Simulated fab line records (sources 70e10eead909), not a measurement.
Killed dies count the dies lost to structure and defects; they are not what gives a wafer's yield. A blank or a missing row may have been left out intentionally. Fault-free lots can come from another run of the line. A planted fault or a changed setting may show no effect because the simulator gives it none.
Matching of chambers    flow nand_harc    4 sister chambers for NHARC_A_STAIRCASE_TRIM_220 on rie_diel-08
The step chemistry O2, time 211.2 s. 4 wafers are shown with their chamber, then 10 later ones without.

WAFERS WITH THEIR CHAMBER
wafer   chamber  showerhead_plenum_p_Torr (Torr)
L082.5  0        3.41
L081.1  2        3.32
L090.2  3        3.45
L090.4  1        3.69

WAFERS MISSING THEIR CHAMBER
wafer   showerhead_plenum_p_Torr (Torr)
L090.6  3.69
L093.1  3.40
L093.2  3.31
L093.3  3.45
L094.3  3.45
L094.4  3.30
L094.6  3.45
L096.1  3.39
L096.4  3.30
L096.6  3.45

THE CHAMBER EACH PASSED THROUGH
wafer   from the rows above  in truth
L090.6  1                    1
L093.1  0                    0
L093.2  2                    2
L093.3  3                    3
L094.3  3                    3
L094.4  2                    2
L094.6  3                    3
L096.1  0                    0
L096.4  2                    2
L096.6  3                    3
Correctly placed: 10 of 10. Can't be placed from these rows: 0. Number placed wrongly: 0.
How it was worked out, from the rows above alone: a wafer's distance from a chamber is the root of the sum, over the readings, of the square of ((its reading less the chamber's mean) divided by the reading's scatter). The wafer belongs to the nearest chamber; if the next one is less than 2 further off, it can't be placed. A chamber's mean is the mean of its shown wafers. The scatter: root of mean squared gap, hidden wafer to nearest shown wafer, with one shown wafer a chamber.
